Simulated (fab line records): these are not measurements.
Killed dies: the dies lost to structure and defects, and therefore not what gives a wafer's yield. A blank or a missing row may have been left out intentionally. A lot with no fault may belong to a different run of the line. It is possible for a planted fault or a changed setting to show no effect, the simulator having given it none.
fab line records | flow n5Finfet
record: lots: 7 | wafers: 21 | lastDay: 17
route steps=1938 shown HKMG_FIN@391 BEOL_M4@1111 PASSIVATION@1936
lots that met no fault: from a run of the same line without faults
startH: hours from the record's opening day to when the first of the lot's shown wafers began | waitH: hours elapsed since this lot's preceding step | " unchanged from the row above | L1.1+2: a single row standing in for several wafers | - no value, or no start was given | * or withheld: withheld | < > ~ a bound
route shown NAME@n: NAME is a module with steps in the file, n the number in the route of the first one | usual: mean and standard deviation over wafers with no fault | same: alike in all rows | chamber/n: place in a boat | sites: each site's reading | _std_site: standard deviation of those values | _edge_site: outer sites' mean less inner sites' | radiusMm: how far each site lies from the wafer's centre | mask NAME#n: copy n | behind: the most recent tool/chamber to have shaped the wafer | hold: why the lot went on hold/how many hours it stayed there/how the hold came to an end | device: which transistor (n, p or np) failed to switch | end of line: the tests these same wafers got at the end of their route | step lacking rows: just its recipe | killed: dies lost to structure and defects at the first sort, not the wafer's yield | map: a wafer's dies, marking killed ones x, the rest . and places with no die _
set.NAME: the setting that was run; set.NAME@STEP: the one run at that earlier step | model.NAME: the simulator's own value behind a step, which no gauge read
a table for each step, a row for each wafer; lots at some steps of the route
services: a tool's chamber out of use, with start hour (startH, from the record's first day; less than 0 if before it), hours out, and reason
== steps ==
step: N5_HKMG_FIN_COAT_42
recipe: resist: SiARC | tempC: 220 | timeS: 60 | spinRpm: 1500 | resistThkNm: 35
step: N5_HKMG_FIN_COAT_43
recipe: resist: CAR-ArF | spinRpm: 1500 | resistThkNm: 90
step: N5_HKMG_FIN_EBR_45
recipe: solvent: PGMEA | ebrWidthMm: 1.5
step: N5_HKMG_FIN_SOFTBAKE_44
recipe: tempC: 110 | timeS: 60 | resist: CAR-ArF
step: N5_HKMG_FIN_EXPOSE_46
recipe: maskId: NDIPOLE | na: 1.35 | sourceShape: conventional | sigmaOuter: 0.8 | polarization: unpolarized | doseMj: 40
step: N5_HKMG_FIN_PEB_47
recipe: pebTempC: withheld | pebTimeS: 60 | resist: CAR-ArF
step: N5_HKMG_FIN_DEVELOP_48
recipe: developTimeS: 30 | developer: TMAH | resist: CAR-ArF | rinseLiquid: diw | dry: airSpin | devTempC: 23
step: N5_HKMG_FIN_CD_MEAS_49
recipe: targetCdNm: 202 | landingEnergyEv: 500 | detector: seInlens | polarity: opening
usual: cdNm: 202.1/0.86
lot.wafer | tool     | chamber | startH | waitH | cdNm
L136.3    | cdSem-02 | 0       | 83.47  | -     | 202.5
L136.5    | "        | 0       | "      | "     | 203.2
L136.6    | "        | 0       | "      | "     | 202.7
L146.1    | cdSem-02 | 0       | 138.84 | -     | 203.1
L146.4    | "        | 0       | "      | "     | 201.7
L146.5    | "        | 0       | "      | "     | 202.9
L149.1    | cdSem-03 | 0       | 155.41 | -     | 203.0
L149.2    | "        | 0       | "      | "     | 203.0
L149.5    | "        | 0       | "      | "     | 203.3
L150.2    | cdSem-01 | 0       | 162.66 | -     | 201.9
L150.5    | "        | 0       | "      | "     | 201.1
L150.6    | "        | 0       | "      | "     | 200.9
L151.1    | cdSem-03 | 0       | 166.72 | -     | 202.6
L151.3    | "        | 0       | "      | "     | 202.5
L151.4    | "        | 0       | "      | "     | 203.1
L156.4    | cdSem-01 | 0       | 196.72 | -     | 202.7
L156.5    | "        | 0       | "      | "     | 202.8
L156.6    | "        | 0       | "      | "     | 202.8
L158.1    | cdSem-02 | 0       | 208.59 | -     | 200.8
L158.3    | "        | 0       | "      | "     | 201.1
L158.6    | "        | 0       | "      | "     | 201.4
step: N5_HKMG_FIN_OVL_MEAS_50
recipe: pointsPerWafer: 44
usual: NDIPOLE_OVL: -0.1/0.84
lot.wafer | tool       | chamber | startH | waitH | NDIPOLE_OVL[nm]
L136.3    | overlay-02 | 0       | 83.50  | 0.0   | 0.0
L136.5    | "          | 0       | "      | "     | 0.7
L136.6    | "          | 0       | "      | "     | 0.7
L146.1    | overlay-02 | 0       | 138.87 | 0.0   | 0.5
L146.4    | "          | 0       | "      | "     | 1.6
L146.5    | "          | 0       | "      | "     | 1.0
L149.1    | overlay-01 | 0       | 155.44 | 0.0   | 0.0
L149.2    | "          | 0       | "      | "     | 0.2
L149.5    | "          | 0       | "      | "     | 1.5
L150.2    | overlay-02 | 0       | 162.69 | 0.0   | -1.4
L150.5    | "          | 0       | "      | "     | 0.0
L150.6    | "          | 0       | "      | "     | -1.2
L151.1    | overlay-02 | 0       | 166.75 | 0.0   | 0.6
L151.3    | "          | 0       | "      | "     | 0.6
L151.4    | "          | 0       | "      | "     | 0.9
L156.4    | overlay-01 | 0       | 196.75 | 0.0   | 0.0
L156.5    | "          | 0       | "      | "     | -0.6
L156.6    | "          | 0       | "      | "     | 0.3
L158.1    | overlay-02 | 0       | 208.62 | 0.0   | -1.8
L158.3    | "          | 0       | "      | "     | -1.0
L158.6    | "          | 0       | "      | "     | -0.3
step: N5_HKMG_FIN_INSPECT_61
recipe: mode: adi | inspectInstrument: macro
usual: rawDefectCount: 2.2/1.5
lot.wafer | tool             | chamber | startH | waitH | rawDefectCount
L136.3    | defectInspect-01 | -       | 83.53  | 0.0   | 1
L136.5    | "                | -       | "      | "     | 0
L136.6    | "                | -       | "      | "     | 4
L146.1    | defectInspect-01 | -       | 138.90 | 0.0   | 4
L146.4    | "                | -       | "      | "     | 2
L146.5    | "                | -       | "      | "     | 1
L149.1    | defectInspect-01 | -       | 155.47 | 0.0   | 6
L149.2    | "                | -       | "      | "     | 4
L149.5    | "                | -       | "      | "     | 4
L150.2    | defectInspect-02 | -       | 162.71 | 0.0   | 0
L150.5    | "                | -       | "      | "     | 3
L150.6    | "                | -       | "      | "     | 1
L151.1    | defectInspect-02 | -       | 166.78 | 0.0   | 2
L151.3    | "                | -       | "      | "     | 1
L151.4    | "                | -       | "      | "     | 3
L156.4    | defectInspect-01 | -       | 196.77 | 0.0   | 4
L156.5    | "                | -       | "      | "     | 1
L156.6    | "                | -       | "      | "     | 2
L158.1    | defectInspect-01 | -       | 208.64 | 0.0   | 4
L158.3    | "                | -       | "      | "     | 4
L158.6    | "                | -       | "      | "     | 5
step: N5_HKMG_FIN_DESCUM_53
recipe: chemistry: O2 | timeS: 7.9 | sourcePowerW: 50 | biasPowerW: 20 | pressureMtorr: 20 | rfFrequencyHz: 2.712e+07 | tempC: 40 | resist: CAR-ArF | o2FlowSccm: 225
usual: drypumpMotorCurrentA: 5.6/0.49 | oesProductAu: 0.82/0.098 | rfFwdPowerW: 49.43/0.18 | rfVppV: 243.2/1.4 | showerheadPlenumPTorr: 2.09/0.075 | throttleValvePct: 20.4/0.31
lot.wafer | tool       | chamber | startH | waitH | drypumpMotorCurrentA | oesProductAu | rfFwdPowerW | rfHoursCounterH | rfVppV | showerheadPlenumPTorr | throttleValvePct
L136.3    | rieDiel-01 | 3       | 83.58  | 0.1   | 5.4                  | 0.99         | 49.82       | 3               | 243.5  | 2.04                  | 20.1
L136.5    | "          | 3       | "      | "     | 5.4                  | 0.97         | 49.40       | -               | 243.7  | 2.04                  | 20.1
L136.6    | "          | 2       | "      | "     | 6.2                  | 0.70         | 49.56       | -               | 243.8  | 2.14                  | 20.6
L146.1    | rieDiel-06 | 0       | 138.93 | 0.0   | 5.7                  | 0.87         | 49.64       | 44              | 245.8  | 2.23                  | 20.2
L146.4    | "          | 2       | "      | "     | 5.6                  | 0.72         | 49.18       | 196             | 244.8  | 2.16                  | 20.9
L146.5    | "          | 3       | "      | "     | 5.6                  | 0.83         | 49.18       | -               | 242.0  | 2.02                  | 20.5
L149.1    | rieDiel-06 | 0       | 155.85 | 0.4   | 5.7                  | 0.87         | 49.70       | 50              | 245.4  | 2.23                  | 20.2
L149.2    | "          | 1       | "      | "     | 6.3                  | 0.95         | 49.42       | 9               | 242.7  | 2.05                  | 20.1
L149.5    | "          | 1       | "      | "     | 6.3                  | 0.96         | 49.49       | -               | 242.5  | 2.05                  | 20.1
L150.2    | rieDiel-06 | 1       | 162.74 | 0.0   | 6.3                  | 0.95         | 49.48       | 12              | 242.7  | 2.05                  | 20.1
L150.5    | "          | 0       | "      | "     | 5.7                  | 0.87         | 49.22       | -               | 243.9  | 2.23                  | 20.2
L150.6    | "          | 3       | "      | "     | 5.6                  | 0.83         | 49.41       | -               | 241.8  | 2.02                  | 20.5
L151.1    | rieDiel-06 | 1       | 166.81 | 0.0   | 6.3                  | 0.95         | 49.59       | 13              | 241.9  | 2.05                  | 20.1
L151.3    | "          | 2       | "      | "     | 5.6                  | 0.72         | 49.51       | 207             | 243.0  | 2.16                  | 20.9
L151.4    | "          | 3       | "      | "     | 5.6                  | 0.82         | 49.58       | 86              | 241.6  | 2.02                  | 20.5
L156.4    | rieDiel-01 | 1       | 196.80 | 0.0   | 5.0                  | 0.71         | 49.24       | 183             | 241.6  | 2.02                  | 21.1
L156.5    | "          | 1       | "      | "     | 5.0                  | 0.72         | 49.25       | -               | 242.5  | 2.02                  | 21.1
L156.6    | "          | 2       | "      | "     | 6.2                  | 0.94         | 49.47       | -               | 244.9  | 2.13                  | 20.2
L158.1    | rieDiel-01 | 1       | 208.68 | 0.0   | 5.0                  | 0.71         | 49.24       | 187             | 241.7  | 2.02                  | 21.1
L158.3    | "          | 0       | "      | "     | 4.7                  | 0.72         | 49.44       | 213             | 241.6  | 2.05                  | 20.2
L158.6    | "          | 1       | "      | "     | 5.0                  | 0.71         | 49.39       | -               | 242.1  | 2.02                  | 21.1
step: N5_HKMG_FIN_ETCH_54
recipe: chemistry: CF4 | target: SiARC | targetDepthA: 455 | maskMaterial: CAR-ArF | timeS: 75.8 | ionEnergyEv: 80 | pressureMtorr: 40 | sourceW: 545 | biasW: 36 | Ar_flow_sccm: 100 | cf4FlowSccm: 100 | ends: cleared
usual: drypumpMotorCurrentA: 5.6/0.49 | etchRfOnTimeS: 74.4/2.1 | oesProductAu: 0.70/0.086 | rfFwdPowerW: 539.8/1.9 | rfVppV: 184.1/1.3 | showerheadPlenumPTorr: 2.14/0.073 | throttleValvePct: 15.62/0.25
lot.wafer | tool       | chamber | startH | waitH | drypumpMotorCurrentA | etchRfOnTimeS | oesProductAu | rfFwdPowerW | rfHoursCounterH | rfVppV | showerheadPlenumPTorr | throttleValvePct
L136.3    | rieDiel-01 | 3       | 83.62  | 0.0   | 5.4                  | 76.0          | 0.84         | 544.0       | 3               | 182.5  | 2.11                  | 15.33
L136.5    | "          | 3       | "      | "     | 5.4                  | 76.1          | 0.83         | 544.1       | -               | 182.7  | 2.11                  | 15.32
L136.6    | "          | 2       | "      | "     | 6.2                  | 75.8          | 0.60         | 538.5       | -               | 185.1  | 2.21                  | 15.87
L146.1    | rieDiel-06 | 0       | 138.97 | 0.0   | 5.7                  | 72.3          | 0.76         | 538.0       | 44              | 185.6  | 2.27                  | 15.36
L146.4    | "          | 2       | "      | "     | 5.6                  | 74.6          | 0.62         | 540.1       | 196             | 185.3  | 2.20                  | 15.98
L146.5    | "          | 3       | "      | "     | 5.6                  | 72.0          | 0.72         | 540.9       | -               | 183.5  | 2.07                  | 15.60
L149.1    | rieDiel-06 | 0       | 155.89 | 0.0   | 5.7                  | 72.0          | 0.74         | 538.7       | 50              | 186.4  | 2.26                  | 15.36
L149.2    | "          | 1       | "      | "     | 6.3                  | 72.5          | 0.84         | 537.8       | 9               | 184.1  | 2.10                  | 15.31
L149.5    | "          | 1       | "      | "     | 6.3                  | 72.3          | 0.83         | 538.4       | -               | 184.1  | 2.10                  | 15.32
L150.2    | rieDiel-06 | 1       | 162.78 | 0.0   | 6.2                  | 71.7          | 0.84         | 539.0       | 12              | 184.7  | 2.10                  | 15.33
L150.5    | "          | 0       | "      | "     | 5.7                  | 71.2          | 0.75         | 539.1       | -               | 186.8  | 2.26                  | 15.38
L150.6    | "          | 3       | "      | "     | 5.6                  | 71.0          | 0.71         | 540.1       | -               | 184.4  | 2.07                  | 15.64
L151.1    | rieDiel-06 | 1       | 166.85 | 0.0   | 6.2                  | 71.9          | 0.83         | 540.9       | 13              | 183.9  | 2.10                  | 15.34
L151.3    | "          | 2       | "      | "     | 5.5                  | 74.4          | 0.61         | 539.1       | 207             | 183.9  | 2.20                  | 15.98
L151.4    | "          | 3       | "      | "     | 5.6                  | 72.1          | 0.70         | 540.8       | 86              | 184.6  | 2.07                  | 15.64
L156.4    | rieDiel-01 | 1       | 196.84 | 0.0   | 5.0                  | 76.8          | 0.61         | 538.2       | 183             | 182.0  | 2.05                  | 15.99
L156.5    | "          | 1       | "      | "     | 5.0                  | 77.3          | 0.62         | 540.3       | -               | 181.2  | 2.04                  | 16.00
L156.6    | "          | 2       | "      | "     | 6.2                  | 76.2          | 0.79         | 541.1       | -               | 184.3  | 2.20                  | 15.44
L158.1    | rieDiel-01 | 1       | 208.71 | 0.0   | 5.0                  | 75.9          | 0.62         | 540.9       | 187             | 182.4  | 2.04                  | 16.01
L158.3    | "          | 0       | "      | "     | 4.7                  | 75.6          | 0.62         | 538.1       | 213             | 183.4  | 2.11                  | 15.58
L158.6    | "          | 1       | "      | "     | 5.0                  | 75.3          | 0.62         | 538.4       | -               | 182.3  | 2.04                  | 16.01
step: N5_HKMG_FIN_ETCH_55
recipe: chemistry: N2/H2 | target: SOC | targetDepthA: 2400 | tempC: 40 | timeS: 300 | ionEnergyEv: 200 | maskMaterial: SiARC | pressureMtorr: 30 | sourceW: 840 | biasW: 150 | n2FlowSccm: 200 | h2FlowSccm: 200
usual: drypumpMotorCurrentA: 5.6/0.49 | oesProductAu: 0.82/0.1 | rfFwdPowerW: 838.3/2.3 | rfVppV: 524.0/2.4 | showerheadPlenumPTorr: 2.55/0.089 | throttleValvePct: 17.9/0.32
lot.wafer | tool       | chamber | startH | waitH | drypumpMotorCurrentA | oesProductAu | rfFwdPowerW | rfHoursCounterH | rfVppV | showerheadPlenumPTorr | throttleValvePct | model.etch.depthNm | model.HKMG_FIN.featureDepthNm | model.SiARC_of_HKMG_FIN_COAT_42.thkNm
L136.3    | rieDiel-01 | 3       | 83.67  | 0.0   | 5.4                  | 0.98         | 836.1       | 3               | 522.4  | 2.47                  | 17.6             | 241.9              | 242                           | 21
L136.5    | "          | 3       | "      | "     | 5.4                  | 0.98         | 833.6       | -               | 523.1  | 2.47                  | 17.6             | 242.1              | 242.2                         | 21
L136.6    | "          | 2       | "      | "     | 6.2                  | 0.70         | 839.0       | -               | 526.3  | 2.61                  | 18.0             | 236.2              | 236.2                         | 21.6
L146.1    | rieDiel-06 | 0       | 139.02 | 0.0   | 5.7                  | 0.90         | 837.6       | 44              | 529.0  | 2.70                  | 17.6             | 254.6              | 254.6                         | 20.6
L146.4    | "          | 2       | "      | "     | 5.6                  | 0.72         | 839.4       | 196             | 526.1  | 2.63                  | 18.4             | 243.9              | 243.8                         | 21.6
L146.5    | "          | 3       | "      | "     | 5.6                  | 0.84         | 834.0       | -               | 521.8  | 2.47                  | 17.9             | 254.5              | 254.6                         | 20.4
L149.1    | rieDiel-06 | 0       | 155.94 | 0.0   | 5.7                  | 1.17         | 842.1       | 50              | 527.8  | 2.69                  | 17.6             | 378.8              | 378.8                         | 13.4
L149.2    | "          | 1       | "      | "     | 6.3                  | 1.29         | 839.4       | 9               | 522.9  | 2.49                  | 17.5             | 378.4              | 378.4                         | 12.8
L149.5    | "          | 1       | "      | "     | 6.2                  | 1.28         | 836.4       | -               | 522.5  | 2.49                  | 17.5             | 377.1              | 377                           | 13
L150.2    | rieDiel-06 | 1       | 162.83 | 0.0   | 6.3                  | 1.27         | 839.2       | 12              | 522.7  | 2.49                  | 17.5             | 372.9              | 372.8                         | 13.4
L150.5    | "          | 0       | "      | "     | 5.8                  | 1.14         | 837.6       | -               | 528.6  | 2.69                  | 17.6             | 373.8              | 373.8                         | 13.8
L150.6    | "          | 3       | "      | "     | 5.6                  | 1.07         | 844.4       | -               | 522.9  | 2.47                  | 18.0             | 370.2              | 370.2                         | 13.8
L151.1    | rieDiel-06 | 1       | 166.90 | 0.0   | 6.3                  | 1.27         | 837.2       | 13              | 522.8  | 2.49                  | 17.5             | 375                | 375                           | 13.4
L151.3    | "          | 2       | "      | "     | 5.6                  | 0.93         | 836.9       | 207             | 526.4  | 2.63                  | 18.4             | 362.2              | 362.2                         | 15.2
L151.4    | "          | 3       | "      | "     | 5.5                  | 1.08         | 840.9       | 86              | 521.8  | 2.47                  | 18.0             | 374.4              | 374.4                         | 13.6
L156.4    | rieDiel-01 | 1       | 196.89 | 0.0   | 5.0                  | 0.72         | 838.9       | 183             | 520.4  | 2.44                  | 18.4             | 234.9              | 235                           | 21.4
L156.5    | "          | 1       | "      | "     | 5.0                  | 0.72         | 838.8       | -               | 520.3  | 2.44                  | 18.4             | 235.4              | 235.4                         | 21.4
L156.6    | "          | 2       | "      | "     | 6.2                  | 0.93         | 838.9       | -               | 526.5  | 2.59                  | 17.6             | 238.7              | 238.8                         | 21.4
L158.1    | rieDiel-01 | 1       | 208.77 | 0.0   | 5.1                  | 0.72         | 838.5       | 187             | 520.5  | 2.44                  | 18.4             | 236.1              | 236.2                         | 21.2
L158.3    | "          | 0       | "      | "     | 4.7                  | 0.71         | 838.5       | 213             | 523.9  | 2.53                  | 17.8             | 232.8              | 232.8                         | 21.8
L158.6    | "          | 1       | "      | "     | 5.0                  | 0.71         | 837.6       | -               | 520.0  | 2.44                  | 18.4             | 237.7              | 237.6                         | 21
step: N5_HKMG_FIN_STRIP_56
recipe: chemistry: N2/H2 | tempC: 40 | n2FlowSccm: 200 | h2FlowSccm: 200 | rfFrequencyHz: 6e+07
step: N5_BEOL_M4_RC_MEAS_101
usual: DIBL_N: 36.8/1.5 | DIBL_P: 37.1/2.1 | IOFF_N: 0.168/0.03 | IOFF_P: 0.22/0.034 | ION_N: 679/12 | ION_P: 466/8 | SS_N: 71.7/0.58 | SS_P: 73.5/0.67 | VT_N: 248.8/2.7 | VT_P: -250/3.3
lot.wafer | tool      | chamber | startH | waitH | DIBL_N[mV/V] | DIBL_P[mV/V] | IOFF_N[nA/um] | IOFF_P[nA/um] | ION_N[uA/um] | ION_P[uA/um] | SS_N[mV/dec] | SS_P[mV/dec] | VT_N[mV] | VT_P[mV]
L136.3    | prober-01 | 0       | 170.95 | 0.3   | 37.1         | 38.3         | 0.189         | 0.25          | 681          | 461          | 71.5         | 73.4         | 245.9    | -247
L136.5    | "         | 0       | "      | "     | 37.0         | 37.9         | 0.182         | 0.25          | 684          | 467          | 71.4         | 74.3         | 248.8    | -247
L136.6    | "         | 0       | "      | "     | 38.0         | 39.9         | 0.210         | 0.28          | 692          | 471          | 71.4         | 74.6         | 246.4    | -245
L146.1    | prober-01 | 0       | 237.24 | 0.0   | 36.7         | 34.8         | 0.153         | 0.19          | 673          | 458          | 71.5         | 73.8         | 249.5    | -255
L146.4    | "         | 0       | "      | "     | 34.9         | 34.6         | 0.138         | 0.19          | 665          | 457          | 70.9         | 73.4         | 250.2    | -254
L146.5    | "         | 0       | "      | "     | 35.7         | 34.3         | 0.158         | 0.18          | 678          | 457          | 71.0         | 73.2         | 247.7    | -254
L149.1    | prober-02 | 0       | 246.51 | 0.0   | 36.5         | 35.4         | 0.151         | 0.23          | 669          | 462          | 72.3         | 74.0         | 251.1    | -251
L149.2    | "         | 0       | "      | "     | 35.9         | 33.7         | 0.133         | 0.20          | 658          | 460          | 71.4         | 73.4         | 252.0    | -249
L149.5    | "         | 0       | "      | "     | 35.8         | 34.1         | 0.135         | 0.20          | 660          | 457          | 71.8         | 73.0         | 253.2    | -251
L150.2    | prober-02 | 0       | 248.67 | 0.2   | 37.2         | 38.2         | 0.199         | 0.22          | 688          | 458          | 72.1         | 73.5         | 244.9    | -253
L150.5    | "         | 0       | "      | "     | 35.6         | 37.3         | 0.161         | 0.20          | 670          | 466          | 72.2         | 72.8         | 248.6    | -251
L150.6    | "         | 0       | "      | "     | 38.1         | 39.1         | 0.201         | 0.22          | 689          | 468          | 73.6         | 73.5         | 247.7    | -250
L151.1    | prober-01 | 0       | 262.82 | 0.0   | 36.1         | 35.5         | 0.140         | 0.20          | 663          | 459          | 71.2         | 73.2         | 250.6    | -250
L151.3    | "         | 0       | "      | "     | 35.8         | 35.5         | 0.140         | 0.21          | 675          | 469          | 71.7         | 72.7         | 247.9    | -251
L151.4    | "         | 0       | "      | "     | 36.9         | 37.7         | 0.172         | 0.24          | 698          | 472          | 71.3         | 73.8         | 246.5    | -249
L156.4    | prober-02 | 0       | 288.60 | 0.5   | 36.9         | 36.6         | 0.165         | 0.21          | 680          | 469          | 71.8         | 73.4         | 248.8    | -255
L156.5    | "         | 0       | "      | "     | 37.2         | 37.0         | 0.182         | 0.23          | 697          | 481          | 72.4         | 73.6         | 250.4    | -249
L156.6    | "         | 0       | "      | "     | 40.1         | 41.3         | 0.252         | 0.31          | 699          | 473          | 73.1         | 74.5         | 243.5    | -246
L158.1    | prober-01 | 0       | 314.51 | 0.0   | 36.6         | 37.8         | 0.161         | 0.24          | 677          | 472          | 71.6         | 73.3         | 247.9    | -245
L158.3    | "         | 0       | "      | "     | 37.6         | 37.9         | 0.165         | 0.24          | 670          | 466          | 71.9         | 74.0         | 251.3    | -247
L158.6    | "         | 0       | "      | "     | 36.5         | 36.5         | 0.147         | 0.22          | 673          | 466          | 71.4         | 73.2         | 250.9    | -251
step: N5_PASSIVATION_PROBE_49
usual: defectLimitedYield: 91.0/1.5 | killed_at_M0_to_M3: 34/11 | killed_at_M4_up: 14/5.3 | killedAtContacts: 13/7 | killedAtFrontEnd: 41/13 | killedAtOther: 4/3.1 | killedDies: 106/17 | killedOnRim: 14/3.9 | killedOpen: 70/12 | killedShort: 35/8 | sort_bin_5_function: 5.2/0.98 | sort_bin_6_memory: 3.4/0.69 | sortNPass: 1074/17 | sortYieldPct: 91.0/1.5
same: grossDies: 1180 | killedAtBackSide: 0 | sort_bin_4_leakage[%]: 0 | sort_bin_8_speed[%]: 0
lot.wafer | tool      | chamber | startH | waitH | defectLimitedYield[%] | killed_at_M0_to_M3 | killed_at_M4_up | killedAtContacts | killedAtFrontEnd | killedAtOther | killedDies | killedOnRim | killedOpen | killedShort | sort_bin_5_function[%] | sort_bin_6_memory[%] | sortNPass | sortYieldPct[%]
L146.1    | prober-02 | -       | 339.59 | 0.0   | 91.4                  | 15                 | 13              | 15               | 55               | 4             | 102        | 14          | 58         | 39          | 4.8                    | 3.1                  | 1078      | 91.4
L146.4    | prober-02 | -       | 339.74 | 0.2   | 90.6                  | 19                 | 10              | 10               | 62               | 10            | 111        | 10          | 77         | 33          | 5.9                    | 3.3                  | 1069      | 90.6
L146.5    | prober-02 | -       | 339.79 | 0.2   | 91.4                  | 26                 | 5               | 15               | 52               | 3             | 101        | 20          | 63         | 37          | 5.4                    | 2.5                  | 1079      | 91.4
L149.1    | prober-02 | -       | 348.97 | 0.0   | 89.2                  | 60                 | 11              | 19               | 37               | 0             | 127        | 15          | 87         | 39          | 6.4                    | 4.1                  | 1053      | 89.2
L151.1    | prober-02 | -       | 368.21 | 0.0   | 91.4                  | 34                 | 16              | 11               | 37               | 3             | 101        | 7           | 68         | 29          | 5.2                    | 3.0                  | 1079      | 91.4
L151.3    | prober-02 | -       | 368.31 | 0.1   | 90.1                  | 35                 | 10              | 11               | 57               | 4             | 117        | 17          | 71         | 46          | 6.0                    | 3.6                  | 1063      | 90.1
killed by level:class
L146.1 STI_FIN_REVEAL:geometricParticle:open=22 FIN_SAQP:geometricParticle:short=12 MOL_CONTACT_COAG:geometricParticle:open=11 STI_FIN_REVEAL:geometricParticle:short=7 BEOL_M0_SAQP:geometricParticle:short=6 FIN_SAQP:geometricParticle:open=5 MOL_CONTACT_COAG:geometricParticle:short=4 BEOL_M4:geometricParticle:open=4
L146.4 STI_FIN_REVEAL:geometricParticle:open=22 FIN_SAQP:geometricParticle:short=11 FIN_SAQP:geometricParticle:open=8 MOL_CONTACT_COAG:geometricParticle:open=7 BEOL_M0_SAQP:geometricParticle:short=6 GATE_CUT:geometricParticle:open=5 BEOL_M4:geometricParticle:open=5 MIM_TOP:geometricParticle:short=4
L146.5 STI_FIN_REVEAL:geometricParticle:open=15 FIN_SAQP:geometricParticle:open=12 MOL_CONTACT_COAG:geometricParticle:open=10 FIN_SAQP:geometricParticle:short=8 BEOL_M0_SAQP:geometricParticle:open=6 MOL_CONTACT_COAG:geometricParticle:short=5 BEOL_M0_SAQP:geometricParticle:short=5 BEOL_M0:geometricParticle:short=4
L149.1 MOL_CONTACT_COAG:geometricParticle:open=17 BEOL_M0_SAQP:geometricParticle:short=17 STI_FIN_REVEAL:geometricParticle:open=14 BEOL_M3:geometricParticle:open=14 BEOL_M0_SAQP:geometricParticle:open=9 BEOL_M4:geometricParticle:open=7 BEOL_M0:geometricParticle:open=6 BEOL_M2:geometricParticle:open=5
L151.1 BEOL_M3:geometricParticle:open=12 MOL_CONTACT_COAG:geometricParticle:open=11 BEOL_M2:geometricParticle:open=9 BEOL_M4:geometricParticle:open=9 FIN_SAQP:geometricParticle:open=6 STARTING-WAFER:geometricParticle:short=6 FIN_SAQP:geometricParticle:short=3 GATE_CUT:geometricParticle:short=3
L151.3 FIN_SAQP:geometricParticle:short=12 MOL_CONTACT_COAG:geometricParticle:open=10 FIN_SAQP:geometricParticle:open=9 BEOL_M0_SAQP:geometricParticle:open=9 GATE_CUT:geometricParticle:short=7 BEOL_M3:geometricParticle:open=6 BEOL_M1:geometricParticle:open=5 BEOL_M2:geometricParticle:open=5
== services ==
tool       | chamber | startH | hours | kind
rieDiel-01 | 3       | 59.97  | 1.7   | repair
rieDiel-01 | 3       | 61.78  | -     | clean
rieDiel-01 | 3       | 61.78  | -     | consumableReplace:focusRing
rieDiel-01 | 3       | 61.78  | 14.4  | scheduledDown
rieDiel-01 | 3       | 61.78  | 14.4  | ventCycle
rieDiel-06 | 1       | 109.69 | -     | clean
rieDiel-06 | 1       | 109.69 | -     | consumableReplace:focusRing
rieDiel-06 | 1       | 109.69 | 20.6  | scheduledDown
rieDiel-06 | 1       | 109.69 | 20.6  | ventCycle
rieDiel-01 | 3       | 130.35 | 4.5   | repair
rieDiel-01 | 2       | 147.45 | -     | clean
rieDiel-01 | 2       | 147.45 | -     | consumableReplace:focusRing
rieDiel-01 | 2       | 147.45 | 14.8  | scheduledDown
rieDiel-01 | 2       | 147.45 | 14.8  | ventCycle
rieDiel-01 | -       | 148.96 | 0.1   | repair
== key ==
firstSign: step: N5_HKMG_FIN_ETCH_55 | reading: oesProductAu | direction: up | sigmas: 3.4 | usual: 0.82 | struck: 1.17
effect none on later readings
modelEffect: step: N5_HKMG_FIN_ETCH_55 | value: etch.depthNm | without: 252.3 | struck: 373.6
metAt N5_HKMG_FIN_ETCH_55
struckWafers L149.1,L149.2,L149.5,L150.2,L150.5,L150.6,L151.1,L151.3,L151.4
onsetBetween 139.02 155.94
fault: kind: processParameterDrift | tool: rieDiel-06 | chamber: - | onsetH: 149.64 | steps: N5_HKMG_FIN_ETCH_55 | channel: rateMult | offset: 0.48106 | shape: step | endH: 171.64
